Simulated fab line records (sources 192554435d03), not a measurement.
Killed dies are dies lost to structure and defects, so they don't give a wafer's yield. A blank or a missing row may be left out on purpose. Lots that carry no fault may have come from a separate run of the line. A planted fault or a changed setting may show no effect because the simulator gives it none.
Comparing a struck lot with a sound one	flow n5 finfet	15 steps out of a route of 1938
Sound: these wafers, L777.1, L777.3, L777.6. Struck: wafer L787.5. (L787.2, L787.4 of the same lot were not struck and are left out.) The cause comes at the end.
Order at every step that has rows: each side's tool, ch and its chambers, its first start. Under that, the readings that differ: sound wafers	struck wafers	difference of the means	sigmas: that difference in standard deviations of wafers without a fault.
alike: a reading whose means differ by less than 2 such deviations, as well as words and numbers matching on both sides. not compared: withheld readings; readings where some wafer has no value; bounds like >300 that might hide an equal value; numbers whose values overlap and for which the record gives no deviation.
Wherever a step has rows on one side only, a row that says differs or no value, or a row with sigmas, the two part there. Numbers that have no deviation but don't overlap get no sigmas and don't part them. A reading missing from all wafers of one side parts the sides only when that side holds two or more wafers.

first, 7 steps without rows for these wafers: N5_BEOL_M5_COAT_74 (time 60 s, resist thk 5 nm); N5_BEOL_M5_COAT_22 (resist thk 30 nm); N5_BEOL_M5_EBR_24; N5_BEOL_M5_SOFTBAKE_23 (time 60 s); N5_BEOL_M5_EXPOSE_25 (exposes mask V4, defocus 10 nm); N5_BEOL_M5_PEB_26 (peb time 60 s); N5_BEOL_M5_DEVELOP_27 (develop time 30 s).
N5_BEOL_M5_CD_MEAS_28: target cd 30.6 nm, target cd y 20 nm.
  sound on cd sem-02 ch 0, day 10 06:59; struck on cd sem-03 ch 0, day 12 16:01
  alike: cd nm
N5_BEOL_M5_OVL_MEAS_29:
  sound on overlay-01 ch 0, day 10 07:01; struck on overlay-01 ch 0, day 12 16:03
reading	sound	struck	difference	sigmas
V4_OVL (nm)	0.2 1.0 -0.3	2.3	+2.0	+3
N5_BEOL_M5_INSPECT_30: inspects for defects (brightfield).
  sound on defect inspect-02, day 10 07:04; struck on defect inspect-02, day 12 16:07
  alike: raw defect count
N5_BEOL_M5_DESCUM_33: chemistry O2, time 7 s.
  sound on rie diel-05 ch 1,3, day 10 07:22; struck on rie diel-05 ch 2, day 12 16:08
  alike: drypump motor current A, oes product au, rf vpp V, showerhead plenum p Torr, throttle valve pct
  not compared: rf hours counter h
N5_BEOL_M5_ETCH_75: etches underlayer in N2/H2, target depth 6.5 nm, time 5.2 s.
  sound on rie diel-05 ch 1,3, day 10 07:24; struck on rie diel-05 ch 2, day 12 16:11
  alike: drypump motor current A, etch rf on time s, oes product au, rf vpp V, showerhead plenum p Torr, throttle valve pct
  not compared: rf hours counter h
N5_BEOL_M5_ETCH_67: etches SiARC in CF4, target depth 15.6 nm, time 26 s.
  sound on rie diel-05 ch 1,3, day 10 07:25; struck on rie diel-05 ch 2, day 12 16:11
reading	sound	struck	difference	sigmas
etch rf on time s (s)	26.8 26.0 27.0	16.2	-10.4	-13
  alike: drypump motor current A, oes product au, rf vpp V, showerhead plenum p Torr, throttle valve pct
  not compared: rf hours counter h
N5_BEOL_M5_ETCH_68: etches SOC in N2/H2, target depth 80 nm, overetch 16 nm, time 120 s.
  sound on rie diel-05 ch 1,3, day 10 07:27; struck on rie diel-05 ch 2, day 12 16:13
  alike: drypump motor current A, oes product au, rf vpp V, showerhead plenum p Torr, throttle valve pct
  not compared: rf hours counter h
-- record jumps: 4 days separate the struck wafers' starts on either side; left off in module BEOL_M5, taken up again in module PASSIVATION, whose first shown step is the route's number 1936 --
N5_PASSIVATION_PROBE_49:
  record: rows for the struck wafers here (prober-02, day 16 18:05), none for the sound ones

== WHERE THEY PART ==
Earliest at N5_BEOL_M5_OVL_MEAS_29; latest, in this record, at N5_PASSIVATION_PROBE_49.

WHY: whatever the simulator had introduced
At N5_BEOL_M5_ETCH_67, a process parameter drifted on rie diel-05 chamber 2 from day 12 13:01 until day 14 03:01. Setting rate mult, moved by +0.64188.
